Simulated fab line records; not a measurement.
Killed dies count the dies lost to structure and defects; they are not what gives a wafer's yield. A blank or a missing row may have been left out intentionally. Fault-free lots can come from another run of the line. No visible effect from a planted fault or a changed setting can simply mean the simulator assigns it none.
Which tool was responsible? -- flow nandHarc -- Sampling: 14 lots, 42 wafers, 5 of 1159 route steps

WHAT THE GAUGES SHOWED, per wafer
NHARC_A_ONON_D1_THK_MEAS_11: measures by ellipsometry.
lot,measured,on,thkNm (nm)
L983,day 7 16:30,filmMetro-01,1007 1005 1005
L984,day 8 01:53,filmMetro-01,996 997 997
L985,day 8 01:54,filmMetro-02,995 996 995
L986,day 8 11:39,filmMetro-02,1004 1001 1003
L987,day 8 11:41,filmMetro-01,996 996 995
L990,day 9 06:42,filmMetro-02,314 313 315
L988,day 9 06:45,filmMetro-02,990 989 991
L991,day 9 14:02,filmMetro-02,312 310 312
L993,day 9 23:29,filmMetro-01,314 315 315
L103,day 12 07:57,filmMetro-02,990 989 989
L102,day 12 07:55,filmMetro-01,999 999 998
L101,day 12 07:53,filmMetro-02,995 998 996
L105,day 12 22:50,filmMetro-01,1010 1008 1009
L106,day 13 09:44,filmMetro-01,1001 1002 1004

NHARC_END_SORT_01.
lot,measured,on,killedAtArray,killedAtOther,killedAtPeriphery,killedDies,killedOpen,killedShort
L990,day 21 05:53,prober-02,670 672 675,1 0 1,6 5 1,677 677 677,5 7 1,4 0 0
L991,day 21 15:23,prober-02,674 676 674,1 1 0,2 0 3,677 677 677,4 2 4,1 1 4
L993,day 22 00:49,prober-02,675 674 675,1 0 0,1 3 2,677 677 677,2 3 4,0 2 3

WHAT TOOL EACH LOT RAN ON (gives the tool, then ch and the chambers of the sampled wafers, and finally the start)
lot,NHARC_P_BONDPAD_DESCUM_11,NHARC_P_BONDPAD_PVD_17,NHARC_A_ONON_D1_DEP_09
L983,"rieDiel-02 ch 1,3, day 6 12:00","pvdSputter-01, day 7 16:07 or earlier","pecvdOnon-04 ch 0, day 7 16:07"
L984,"rieDiel-02 ch 1,3, day 6 21:13","pvdSputter-01, day 8 01:22 or earlier","pecvdOnon-04 ch 0, day 8 01:22"
L985,"rieDiel-02 ch 0,2, day 6 21:57","pvdSputter-03, day 8 01:25 or earlier","pecvdOnon-02 ch 0, day 8 01:25"
L986,"rieDiel-07 ch 0,1,3, day 7 07:09","pvdSputter-03, day 8 11:08 or earlier","pecvdOnon-02 ch 0, day 8 11:08"
L987,"rieDiel-10 ch 2,3, day 7 08:40","pvdSputter-02, day 8 11:14 or earlier","pecvdOnon-03 ch 0, day 8 11:14"
L990,"rieDiel-02 ch 0,2, day 8 00:02","pvdSputter-03, day 9 06:11 or earlier","pecvdOnon-02 ch 0, day 9 06:11"
L988,"rieDiel-02 ch 0,2,3, day 8 02:38","pvdSputter-02, day 9 06:22 or earlier","pecvdOnon-04 ch 0, day 9 06:22"
L991,"rieDiel-02 ch 0,1,3, day 8 07:56","pvdSputter-01, day 9 13:30 or earlier","pecvdOnon-02 ch 0, day 9 13:30"
L993,"rieDiel-02 ch 2,3, day 8 16:35","pvdSputter-03, day 9 23:05 or earlier","pecvdOnon-02 ch 0, day 9 23:05"
L103,"rieDiel-02 ch 0,2,3, day 11 03:38","pvdSputter-01, day 12 07:25 or earlier","pecvdOnon-02 ch 0, day 12 07:25"
L102,"rieDiel-02 ch 0,1, day 11 05:26","pvdSputter-01, day 12 07:28 or earlier","pecvdOnon-04 ch 0, day 12 07:28"
L101,"rieDiel-02 ch 1,3, day 11 05:55","pvdSputter-03, day 12 07:26 or earlier","pecvdOnon-03 ch 0, day 12 07:26"
L105,"rieDiel-02 ch 0,2,3, day 11 19:29","pvdSputter-02, day 12 22:18 or earlier","pecvdOnon-02 ch 0, day 12 22:18"
L106,"rieDiel-10 ch 1,2,3, day 12 04:10","pvdSputter-01, day 13 09:24 or earlier","pecvdOnon-03 ch 0, day 13 09:24"
- NHARC_P_BONDPAD_DESCUM_11: chemistry O2, time 3 s.
- NHARC_P_BONDPAD_PVD_17: deposits TaN, target thk 5 nm, time 8.06 s.
- NHARC_A_ONON_D1_DEP_09: target thk 1000 nm.

AS READ BY THE TOOLS THEMSELVES (means over the sampled wafers that have a number; for cases with no such wafer, the mark the record gives instead)
NHARC_P_BONDPAD_DESCUM_11.
lot,tool,chamberPressureMTorr (mTorr),drypumpMotorCurrentA (A),oesProductAu (a.u.),rfVppV (V),showerheadPlenumPTorr (Torr),throttleValvePct (%)
L983,rieDiel-02,60.03,6.2,0.997,57.7,1.98,11.306
L984,rieDiel-02,60.00,6.2,0.998,57.7,1.98,11.320
L985,rieDiel-02,59.96,5.8,0.998,58.1,1.99,11.311
L986,rieDiel-07,60.05,5.8,1.012,58.6,1.99,11.309
L987,rieDiel-10,60.05,5.5,1.009,57.9,1.91,11.315
L990,rieDiel-02,60.03,5.8,0.980,58.7,1.98,11.319
L988,rieDiel-02,60.03,5.8,0.999,58.0,1.98,11.309
L991,rieDiel-02,59.97,6.1,0.999,57.7,1.98,11.318
L993,rieDiel-02,60.01,6.0,1.003,58.0,1.97,11.313
L103,rieDiel-02,59.99,5.8,0.994,58.5,1.97,11.308
L102,rieDiel-02,60.00,6.2,1.003,57.4,1.93,11.315
L101,rieDiel-02,60.02,6.3,0.999,58.2,1.92,11.309
L105,rieDiel-02,59.97,5.9,0.994,58.4,1.97,11.308
L106,rieDiel-10,60.02,5.5,1.001,57.9,1.91,11.314

NHARC_P_BONDPAD_PVD_17.
lot,tool,throttleValvePct (%)
L983,pvdSputter-01,30.2
L984,pvdSputter-01,30.6
L985,pvdSputter-03,30.6
L986,pvdSputter-03,31.1
L987,pvdSputter-02,29.3
L990,pvdSputter-03,29.8
L988,pvdSputter-02,28.9
L991,pvdSputter-01,30.2
L993,pvdSputter-03,29.9
L103,pvdSputter-01,30.2
L102,pvdSputter-01,30.6
L101,pvdSputter-03,30.7
L105,pvdSputter-02,28.6
L106,pvdSputter-01,31.0

THE ANSWER, worked out from the rows above alone
Rule: the lots themselves supply what counts as usual. Put in order of their means at a reading, lots are off if they are a third of the lots or fewer, leave a main group of 4 or more, and stand apart from it by a gap of 3 or more times the standard deviation of the main group's means; of several such gaps the widest counts. A main group is skipped when, at the precision printed for the reading in the tables above, its means are all equal. A lot without any number at a reading at which 4 lots or more have one is off too. Any other lot the step has rows for is counted as sound. After the gauges, taken in route order, come the tools' own readings; for these a lot's mean is taken, as printed above. At the first step where some lot is off, the reading lying furthest off is the one used; lots without a number count as furthest.
Off at NHARC_A_ONON_D1_THK_MEAS_11 (thkNm): L990, L991, L993. The main group has a mean of 998 nm with a standard deviation of 5.8.
A tool fits if, at a process step before that reading, it ran every lot that is off, and no sound lot after the first of them. Gauges at NHARC_A_ONON_D1_THK_MEAS_11: tried the same way as those tools. NHARC_P_BONDPAD_PVD_17 gives no start for some lots, so the hours and the order of its lots are those of NHARC_A_ONON_D1_DEP_09. Not one of the candidates tried fits.

WHAT HAD BEEN PUT IN BY THE SIMULATOR
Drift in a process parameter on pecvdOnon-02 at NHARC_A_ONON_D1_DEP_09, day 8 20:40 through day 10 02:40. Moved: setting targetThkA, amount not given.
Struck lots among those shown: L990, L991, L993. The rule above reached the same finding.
